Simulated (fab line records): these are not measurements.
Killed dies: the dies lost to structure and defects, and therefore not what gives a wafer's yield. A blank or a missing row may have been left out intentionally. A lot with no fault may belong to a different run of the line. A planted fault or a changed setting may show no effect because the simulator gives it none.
A single fault, viewed from 3 desks / flow n5Finfet / numbers are kept per desk, each desk with only its own; the story behind them comes last

THE DEFECT DESK
Inspection counts along the route, by lot: the mean over sampled wafers that carry a number. The brackets show how far a lot's mean lies from the usual mean; more than 4 standard deviations puts the lot out of limits, marked OUT.
Columns: A = rawDefectCount at N5_GATE_CUT_INSPECT_26, usual 48
lot=L807; first seen here=day 5 19:36; A=84
lot=L809; first seen here=day 6 04:36; A=27
lot=L812; first seen here=day 6 16:47; A=65
lot=L813; first seen here=day 7 00:38; A=31
lot=L815; first seen here=day 7 13:16; A=42
lot=L818; first seen here=day 8 03:34; A=33
lot=L823; first seen here=day 9 13:19; A=39
lot=L826; first seen here=day 10 05:28; A=50
lot=L827; first seen here=day 10 12:08; A=47
This desk found nothing out of limits on any of the 9 lots.

THE TOOL OWNER'S DESK: cmp-01
The tool's own readings at N5_GATE_CUT_CMP_23 (polishes, stops on SiO2, t overpolish 23.4 s, target thk 16 nm): means of the sampled wafers that have a number, for each lot that ran on this tool. The brackets show how far a lot's mean lies from the usual mean; more than 4 standard deviations puts the lot out of limits, marked OUT.
Columns: A = headPressurePsi at N5_GATE_CUT_CMP_23, usual 2.500 psi; B = motorCurrentA at N5_GATE_CUT_CMP_23, usual 8.7 A; C = overpolishRunS at N5_GATE_CUT_CMP_23, usual 23.400 s; D = retainingRingPressureFrac at N5_GATE_CUT_CMP_23, usual 1.000; E = timeToEndpointS at N5_GATE_CUT_CMP_23, usual 19.8 s
lot=L812; first seen here=day 6 15:44; A=2.504; B=8.3; C=23.403; D=0.999; E=20.2
lot=L813; first seen here=day 6 23:38; A=2.580 (+15) OUT; B=8.3; C=23.398; D=1.003; E=17.0
lot=L815; first seen here=day 7 12:18; A=2.578 (+15) OUT; B=8.8; C=23.398; D=1.000; E=19.4
lot=L826; first seen here=day 10 04:31; A=2.497; B=8.6; C=23.394; D=1.005; E=21.6
Finding of this desk: L813, L815 out of limits; the first was L813 at day 6 23:38, on headPressurePsi at N5_GATE_CUT_CMP_23. Within limits: L812, L826.

METROLOGY DESK
Lot by lot, what the gauges showed, no matter which tool ran the lot: averages of those sampled wafers that carry a number. The brackets show how far a lot's mean lies from the usual mean; more than 4 standard deviations puts the lot out of limits, marked OUT. Readings shown: 7 of its 10, picked as those furthest out on some lot.
Columns: A = DIBL_N at N5_BEOL_M4_RC_MEAS_101, usual 36.3 mV/V; B = DIBL_P at N5_BEOL_M4_RC_MEAS_101, usual 36.3 mV/V; C = IOFF_N at N5_BEOL_M4_RC_MEAS_101, usual 0.157 nA/um; D = IOFF_P at N5_BEOL_M4_RC_MEAS_101, usual 0.22 nA/um; E = ION_N at N5_BEOL_M4_RC_MEAS_101, usual 675 uA/um; F = VT_N at N5_BEOL_M4_RC_MEAS_101, usual 249.8 mV; G = VT_P at N5_BEOL_M4_RC_MEAS_101, usual -249 mV
lot=L807; first seen here=day 9 23:38; A=36.9; B=35.7; C=0.153; D=0.21; E=680; F=250.7; G=-250
lot=L809; first seen here=day 10 15:31; A=37.0; B=37.3; C=0.168; D=0.22; E=677; F=248.2; G=-251
lot=L813; first seen here=day 10 16:16; A=34.7; B=36.4; C=0.162; D=0.24; E=683; F=246.9; G=-247
lot=L812; first seen here=day 11 08:04; A=37.7; B=36.2; C=0.170; D=0.24; E=681; F=248.8; G=-246
lot=L815; first seen here=day 11 23:50; A=36.9; B=37.2; C=0.162; D=0.19; E=671; F=249.4; G=-253
lot=L818; first seen here=day 12 12:53; A=36.1; B=35.8; C=0.143; D=0.20; E=666; F=252.0; G=-251
lot=L823; first seen here=day 13 12:34; A=35.0; B=35.8; C=0.123; D=0.18; E=657; F=254.5; G=-251
lot=L826; first seen here=day 13 19:12; A=36.5; B=36.9; C=0.166; D=0.26; E=672; F=247.6; G=-246
lot=L827; first seen here=day 14 19:49; A=37.5; B=38.3; C=0.171; D=0.28; E=679; F=249.3; G=-244
This desk found nothing out of limits on any of the 9 lots.

PUT TOGETHER
The tool owner's desk had the chance to raise an alarm at day 6 23:38 on L813, L815.
No out-of-limits result turned up at the defect desk.
From the metrology desk's view, nothing was out of limits.
The defect desk has L813, L815 on record, within its limits.
The metrology desk holds a record of L813, L815, inside its limits.
N5_GATE_CUT_CMP_23 was run on cmp-01 by each of the lots named.

WHAT THE SIMULATOR PUT IN
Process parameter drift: cmp-01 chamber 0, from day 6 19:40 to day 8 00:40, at N5_GATE_CUT_CMP_23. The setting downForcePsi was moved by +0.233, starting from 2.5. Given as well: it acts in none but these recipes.
Lots struck among those shown: L813, L815.
Delay in hours, fault start to first out-of-limits reading, by desk: the tool owner's desk at 4.
